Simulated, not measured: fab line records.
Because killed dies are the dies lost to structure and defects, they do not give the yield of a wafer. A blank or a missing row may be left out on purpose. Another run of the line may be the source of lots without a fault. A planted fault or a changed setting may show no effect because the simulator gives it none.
fab line records	flow n5Finfet
record lots=9	wafers=27	lastDay=20
route steps=1938 shown BEOL_M8@1346
lots untouched by any fault: they come from a run of this same line in which no faults occurred
startH: start of the lot's first displayed wafer, in hours after the record's first day	waitH: hours elapsed since this lot's preceding step	" unchanged from the row above	L1.1+2: a row that stands for several wafers	- no value, or no start was given	* or withheld: withheld	< > ~ a bound
route shown NAME@n: NAME is a module with steps in the file, n the number in the route of the first one	usual: mean/standard deviation taken from wafers without a fault	same: alike in all rows	chamber/n: place in a boat	sites: the reading at each site	_std_site: the standard deviation of these	_edge_site: the outer-site mean with the inner-site mean subtracted	radiusMm: how far each site lies from the wafer's centre	mask NAME#n: copy n	behind: the most recent tool/chamber to have shaped the wafer	hold: why the lot was held/for how many hours/how that ended	device: the n, p or np transistor that did not switch	end of line: the route-end tests of the same wafers	a step without rows: its recipe alone	killed: dies lost to structure and defects at the first sort, not the wafer's yield	map: the dies of a wafer, with x for killed, . for not killed, _ for no die there
set.NAME: setting as actually run; set.NAME@STEP: the setting as run at that earlier step	model.NAME: the simulator's own value behind a step, which no gauge read
one table for each step of the route and one row for each wafer, over a sample of lots
services: from which hour (startH, from the record's first day; less than 0 if before it) a tool's chamber was out of use, for how many hours, and why
## steps
# step N5_BEOL_M8_OVL_MEAS_12
# recipe pointsPerWafer=44
# usual M8_OVL=-0.2/0.61
lot.wafer	tool	chamber	startH	waitH	M8_OVL[nm]
L492.2	overlay-01	0	228.03	0.0	-0.5
L492.4	"	0	"	"	0.4
L492.5	"	0	"	"	0.9
L495.1	overlay-01	0	249.25	0.0	0.1
L495.4	"	0	"	"	0.4
L495.5	"	0	"	"	-0.4
L497.1	overlay-01	0	273.47	0.0	0.0
L497.2	"	0	"	"	-1.0
L497.4	"	0	"	"	-0.2
L500.1	overlay-02	0	308.59	0.0	-0.6
L500.3	"	0	"	"	-0.9
L500.5	"	0	"	"	-1.8
L502.3	overlay-01	0	322.45	0.0	0.7
L502.4	"	0	"	"	-0.7
L502.6	"	0	"	"	-0.6
L503.2	overlay-01	0	334.94	0.0	-0.1
L503.3	"	0	"	"	-0.6
L503.5	"	0	"	"	-0.5
L511.1	overlay-02	0	358.12	0.0	-1.0
L511.2	"	0	"	"	0.4
L511.6	"	0	"	"	0.0
L512.2	overlay-01	0	363.42	0.0	1.2
L512.3	"	0	"	"	-0.2
L512.6	"	0	"	"	0.5
L514.1	overlay-02	0	394.99	0.0	0.1
L514.2	"	0	"	"	0.6
L514.4	"	0	"	"	0.5
# step N5_BEOL_M8_ETCH_72
# recipe chemistry=N2/H2	target=underlayer	targetDepthA=65	maskMaterial=CAR-EUV	timeS=5.2	ionEnergyEv=200	pressureMtorr=30	sourceW=840	biasW=150	n2FlowSccm=200	h2FlowSccm=200	ends=cleared
# usual drypumpMotorCurrentA=5.6/0.35	etchRfOnTimeS=5.19/0.12	h2FlowSccm=200.0/0.68	oesProductAu=0.70/0.068	rfFwdPowerW=819.3/2.5	rfVppV=525.5/2	showerheadPlenumPTorr=2.59/0.065	throttleValvePct=17.58/0.25
lot.wafer	tool	chamber	startH	waitH	drypumpMotorCurrentA	etchRfOnTimeS	h2FlowSccm	oesProductAu	rfFwdPowerW	rfHoursCounterH	rfVppV	showerheadPlenumPTorr	throttleValvePct
L492.2	rieDiel-06	2	229.49	0.0	5.6	5.07	200.4	0.81	819.4	6	527.3	2.61	17.44
L492.4	"	3	"	"	5.0	5.27	199.1	0.59	819.7	-	518.9	2.40	17.72
L492.5	"	2	"	"	5.6	5.11	200.3	0.81	819.0	-	525.1	2.61	17.45
L495.1	rieDiel-01	1	251.67	0.0	5.3	5.27	200.0	0.60	823.5	233	526.4	2.60	17.99
L495.4	"	2	"	"	5.9	5.39	200.9	0.67	819.0	90	526.5	2.68	17.62
L495.5	"	2	"	"	5.9	5.41	200.5	0.66	819.0	-	525.8	2.68	17.61
L497.1	rieDiel-04	2	275.99	0.0	6.0	5.19	200.2	0.60	821.1	233	521.7	2.49	17.98
L497.2	"	3	"	"	5.4	5.05	199.6	0.73	821.3	43	525.0	2.57	17.29
L497.4	"	0	"	"	6.0	5.09	199.8	0.75	820.3	58	526.0	2.58	17.46
L500.1	rieDiel-01	1	309.79	0.0	5.3	5.22	199.7	0.59	816.7	250	525.9	2.59	18.02
L500.3	"	3	"	"	5.3	5.00	199.3	0.72	820.4	73	523.3	2.57	17.59
L500.5	"	1	"	"	5.3	5.23	200.7	0.59	814.8	-	525.8	2.59	18.01
L502.3	rieDiel-01	2	326.05	0.0	5.9	5.35	200.0	0.65	823.2	115	529.0	2.67	17.66
L502.4	"	0	"	"	5.9	5.24	200.9	0.70	818.0	-	529.7	2.68	17.37
L502.6	"	3	"	"	5.2	5.02	200.7	0.72	817.5	-	527.1	2.56	17.59
L503.2	rieDiel-04	3	339.28	0.0	5.5	5.13	199.8	0.71	824.2	62	527.0	2.56	17.33
L503.3	"	3	"	"	5.5	5.13	199.7	0.70	820.6	-	524.6	2.56	17.31
L503.5	"	0	"	"	6.1	5.15	199.9	0.73	816.7	-	524.1	2.57	17.46
L511.1	rieDiel-04	0	361.25	0.0	6.1	5.11	201.5	0.72	825.5	86	523.9	2.57	17.49
L511.2	"	3	"	"	5.5	5.02	200.4	0.71	816.2	71	525.0	2.56	17.35
L511.6	"	3	"	"	5.5	5.04	200.4	0.70	822.7	-	523.8	2.56	17.34
L512.2	rieDiel-04	0	367.35	0.0	6.1	5.22	200.8	0.71	817.9	88	523.0	2.57	17.48
L512.3	"	3	"	"	5.5	5.10	200.2	0.69	820.8	74	523.3	2.56	17.37
L512.6	"	2	"	"	6.0	5.08	199.0	0.81	819.3	-	523.2	2.49	17.60
L514.1	rieDiel-01	3	397.20	0.0	5.2	5.08	201.4	0.69	813.4	107	523.1	2.55	17.65
L514.2	"	0	"	"	5.9	5.34	200.9	0.67	816.4	94	528.3	2.67	17.41
L514.4	"	1	"	"	5.3	5.18	199.2	0.79	822.8	21	527.5	2.58	17.61
# step N5_BEOL_M8_TRENCH_ETCH_37
# recipe chemistry=C4F6/O2	targetDepthA=934.78	target=SiCOH_lowk	timeS=31.2	ionEnergyEv=250	pressureMtorr=30	sourceW=345	biasW=185	Ar_flow_sccm=300	C4F6_flow_sccm=10	O2_flow_sccm=10
# usual drypumpMotorCurrentA=5.6/0.35	oes_o_777_au=0.82/0.076	oesProductAu=0.82/0.081	rfFwdPowerW=340.5/1.9	rfVppV=664/16	showerheadPlenumPTorr=2.91/0.065	throttleValvePct=20.69/0.27
lot.wafer	tool	chamber	startH	waitH	drypumpMotorCurrentA	oes_o_777_au	oesProductAu	rfFwdPowerW	rfHoursCounterH	rfVppV	showerheadPlenumPTorr	throttleValvePct
L492.2	rieDiel-06	2	229.73	-	5.6	0.99	0.94	336.6	6	637	2.91	20.44
L492.4	"	3	"	"	4.9	0.68	0.68	342.0	-	660	2.71	20.92
L492.5	"	2	"	"	5.6	0.99	0.94	338.4	-	639	2.91	20.44
L495.1	rieDiel-01	1	251.91	-	5.3	0.69	0.70	342.0	233	667	2.93	21.12
L495.4	"	2	"	"	5.9	0.80	0.77	343.8	91	652	2.96	20.53
L495.5	"	2	"	"	5.9	0.80	0.78	342.7	-	654	2.96	20.53
L497.1	rieDiel-04	2	276.23	-	5.9	0.71	0.69	339.0	233	671	2.82	21.07
L497.2	"	3	"	"	5.5	0.86	0.86	339.1	43	702	2.90	20.54
L497.4	"	0	"	"	6.1	0.89	0.88	340.6	58	675	2.88	20.40
L500.1	rieDiel-01	1	310.03	-	5.3	0.85	0.73	423.5	250	598	2.92	21.16
L500.3	"	3	"	"	5.2	1.06	0.88	423.1	73	577	2.89	20.77
L500.5	"	1	"	"	5.3	0.84	0.73	423.4	-	598	2.92	21.16
L502.3	rieDiel-01	2	326.29	-	5.9	0.97	0.81	426.6	115	586	2.95	20.56
L502.4	"	0	"	"	5.9	1.01	0.87	424.6	-	597	3.02	20.63
L502.6	"	3	"	"	5.2	1.04	0.88	423.7	-	579	2.89	20.78
L503.2	rieDiel-04	3	339.64	-	5.5	0.83	0.83	341.4	62	701	2.89	20.56
L503.3	"	3	"	"	5.5	0.83	0.83	340.7	-	700	2.89	20.56
L503.5	"	0	"	"	6.1	0.86	0.87	339.0	-	675	2.88	20.44
L511.1	rieDiel-04	0	361.49	-	6.1	0.86	0.85	341.7	86	674	2.87	20.46
L511.2	"	3	"	"	5.5	0.82	0.83	341.3	71	699	2.89	20.57
L511.6	"	3	"	"	5.5	0.82	0.82	340.7	-	699	2.89	20.59
L512.2	rieDiel-04	0	367.59	-	6.1	0.85	0.84	339.2	88	674	2.87	20.44
L512.3	"	3	"	"	5.5	0.82	0.82	340.8	74	701	2.89	20.57
L512.6	"	2	"	"	5.9	0.95	0.95	338.5	-	672	2.81	20.72
L514.1	rieDiel-01	3	397.44	-	5.2	0.81	0.78	341.2	107	643	2.88	20.80
L514.2	"	0	"	"	5.9	0.78	0.79	339.8	95	666	3.01	20.62
L514.4	"	1	"	"	5.3	0.90	0.93	344.1	21	666	2.91	20.79
# step N5_BEOL_M8_OCD_MEAS_38
# usual trenchDepthNm=93.4/1.8
lot.wafer	tool	chamber	startH	waitH	trenchDepthNm
L492.2	ocd-02	-	229.89	-	93.6
L492.4	"	-	"	"	90.6
L492.5	"	-	"	"	93.5
L495.1	ocd-01	-	252.06	-	90.6
L495.4	"	-	"	"	90.0
L495.5	"	-	"	"	91.1
L497.1	ocd-02	-	276.38	-	91.9
L497.2	"	-	"	"	95.2
L497.4	"	-	"	"	94.7
L500.1	ocd-01	-	310.18	-	99.5
L500.3	"	-	"	"	104.1
L500.5	"	-	"	"	99.9
L502.3	ocd-02	-	326.45	-	100.5
L502.4	"	-	"	"	101.7
L502.6	"	-	"	"	104.5
L503.2	ocd-02	-	339.86	-	95.3
L503.3	"	-	"	"	95.8
L503.5	"	-	"	"	95.7
L511.1	ocd-01	-	361.65	-	95.4
L511.2	"	-	"	"	95.6
L511.6	"	-	"	"	95.6
L512.2	ocd-01	-	367.75	-	93.7
L512.3	"	-	"	"	95.7
L512.6	"	-	"	"	95.3
L514.1	ocd-02	-	397.59	-	93.3
L514.2	"	-	"	"	90.9
L514.4	"	-	"	"	93.3
# step N5_BEOL_M8_SURFACE_TREAT_79
# recipe gas=Ar	timeS=*	ionEnergyEv=*	ionCurrentMaCm2=0.5	pressureMtorr=*	arFlowSccm=30
# usual throttleValvePct=*
lot.wafer	tool	chamber	startH	waitH	throttleValvePct
L492.2	pvdSputter-03	-	231.00	0.2	*
L492.4	"	-	"	"	*
L492.5	"	-	"	"	*
L495.1	pvdSputter-02	-	253.36	0.4	*
L495.4	"	-	"	"	*
L495.5	"	-	"	"	*
L497.1	pvdSputter-02	-	277.54	0.4	*
L497.2	"	-	"	"	*
L497.4	"	-	"	"	*
L500.1	pvdSputter-01	-	313.08	0.2	*
L500.3	"	-	"	"	*
L500.5	"	-	"	"	*
L502.3	pvdSputter-02	-	327.74	0.2	*
L502.4	"	-	"	"	*
L502.6	"	-	"	"	*
L503.2	pvdSputter-01	-	341.42	0.2	*
L503.3	"	-	"	"	*
L503.5	"	-	"	"	*
L511.1	pvdSputter-03	-	363.24	0.2	*
L511.2	"	-	"	"	*
L511.6	"	-	"	"	*
L512.2	pvdSputter-02	-	369.52	0.3	*
L512.3	"	-	"	"	*
L512.6	"	-	"	"	*
L514.1	pvdSputter-01	-	398.73	0.2	*
L514.2	"	-	"	"	*
L514.4	"	-	"	"	*
# step N5_BEOL_M8_THK_MEAS_53
# recipe thkMeasGauge=xrf	reads=Cu_of_BEOL_M8_ECD_50
# usual M8_THK=78.7/2.2
lot.wafer	tool	chamber	startH	waitH	M8_THK[nm]
L492.2	filmMetro-02	-	232.04	-	79.8
L492.4	"	-	"	"	77.0
L492.5	"	-	"	"	78.7
L495.1	filmMetro-02	-	254.98	-	75.1
L495.4	"	-	"	"	75.8
L495.5	"	-	"	"	77.3
L497.1	filmMetro-01	-	280.12	-	76.7
L497.2	"	-	"	"	78.4
L497.4	"	-	"	"	79.1
L500.1	filmMetro-01	-	314.09	-	84.5
L500.3	"	-	"	"	88.5
L500.5	"	-	"	"	84.9
L502.3	filmMetro-02	-	331.24	-	85.6
L502.4	"	-	"	"	85.4
L502.6	"	-	"	"	89.2
L503.2	filmMetro-01	-	342.73	-	80.9
L503.3	"	-	"	"	81.2
L503.5	"	-	"	"	79.6
L511.1	filmMetro-02	-	364.44	-	82.5
L511.2	"	-	"	"	82.5
L511.6	"	-	"	"	83.2
L512.2	filmMetro-02	-	371.30	-	80.3
L512.3	"	-	"	"	81.9
L512.6	"	-	"	"	81.4
L514.1	filmMetro-02	-	399.91	-	76.8
L514.2	"	-	"	"	77.4
L514.4	"	-	"	"	79.0
# step N5_BEOL_M8_RS_MEAS_57
# recipe thkMeasGauge=four-point-probe	reads=Cu_of_BEOL_M8_ECD_50+Co_of_BEOL_M8_CVD_78+TaN_of_BEOL_M8_ALD_77
# usual M8_RS=0.287/0.009
lot.wafer	tool	chamber	startH	waitH	M8_RS[ohm/sq]
L492.2	filmMetro-01	-	232.17	0.1	0.282
L492.4	"	-	"	"	0.294
L492.5	"	-	"	"	0.287
L495.1	filmMetro-01	-	255.11	0.1	0.304
L495.4	"	-	"	"	0.301
L495.5	"	-	"	"	0.296
L497.1	filmMetro-01	-	280.25	0.1	0.295
L497.2	"	-	"	"	0.288
L497.4	"	-	"	"	0.286
L500.1	filmMetro-02	-	314.22	0.1	0.263
L500.3	"	-	"	"	0.249
L500.5	"	-	"	"	0.261
L502.3	filmMetro-02	-	331.37	0.1	0.259
L502.4	"	-	"	"	0.261
L502.6	"	-	"	"	0.248
L503.2	filmMetro-01	-	342.86	0.1	0.279
L503.3	"	-	"	"	0.277
L503.5	"	-	"	"	0.284
L511.1	filmMetro-02	-	364.60	0.1	0.271
L511.2	"	-	"	"	0.274
L511.6	"	-	"	"	0.268
L512.2	filmMetro-01	-	371.44	0.1	0.278
L512.3	"	-	"	"	0.272
L512.6	"	-	"	"	0.275
L514.1	filmMetro-02	-	400.04	0.1	0.300
L514.2	"	-	"	"	0.299
L514.4	"	-	"	"	0.291
## services
tool	chamber	startH	hours	kind
rieDiel-01	-	252.18	2.8	pm
rieDiel-06	3	304.55	-	clean
rieDiel-06	3	304.55	-	consumableReplace:focusRing
rieDiel-06	3	304.55	-	consumableReplace:showerhead
rieDiel-06	3	304.55	15.0	scheduledDown
rieDiel-06	3	304.55	15.0	ventCycle
rieDiel-01	1	310.65	-	clean
rieDiel-01	1	310.65	-	consumableReplace:focusRing
rieDiel-01	1	310.65	29.0	scheduledDown
rieDiel-01	1	310.65	29.0	ventCycle
rieDiel-04	2	335.54	-	clean
rieDiel-04	2	335.54	-	consumableReplace:focusRing
rieDiel-04	2	335.54	23.7	scheduledDown
rieDiel-04	2	335.54	23.7	ventCycle
rieDiel-04	1	338.83	3.5	repair
pvdSputter-01	-	344.74	1.6	repair
pvdSputter-02	-	351.20	11.7	repair
rieDiel-06	1	354.22	10.2	repair
rieDiel-01	0	354.91	5.7	repair
rieDiel-04	1	359.22	-	clean
rieDiel-04	1	359.22	-	consumableReplace:focusRing
rieDiel-04	1	359.22	19.2	scheduledDown
rieDiel-04	1	359.22	19.2	ventCycle
pvdSputter-03	-	378.22	3.7	repair
## key
firstSign step=N5_BEOL_M8_TRENCH_ETCH_37	reading=rfFwdPowerW	direction=up	sigmas=44	usual=*	struck=*
effect step=N5_BEOL_M8_TRENCH_ETCH_37	reading=rfVppV	direction=down	sigmas=4.5	usual=664	struck=589
effect step=N5_BEOL_M8_OCD_MEAS_38	reading=trenchDepthNm	direction=up	sigmas=4.5	usual=93.4	struck=101.7
effect step=N5_BEOL_M8_THK_MEAS_53	reading=M8_THK	direction=up	sigmas=3.4	usual=78.7	struck=86.3
effect step=N5_BEOL_M8_RS_MEAS_57	reading=M8_RS	direction=down	sigmas=3.3	usual=0.287	struck=0.257
metAt N5_BEOL_M8_TRENCH_ETCH_37
struckLots L500,L502
notActingAt N5_BEOL_M8_OVL_MEAS_12,N5_BEOL_M8_ETCH_72,N5_BEOL_M8_SURFACE_TREAT_79
onsetBetween 251.91 310.03
fault kind=processParameterDrift	tool=rieDiel-01	chamber=-	onsetH=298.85	steps=N5_BEOL_M8_TRENCH_ETCH_37	channel=sourceW	offset=82.8	shape=step	endH=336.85	actsIn=theseRecipesOnly	stated=345
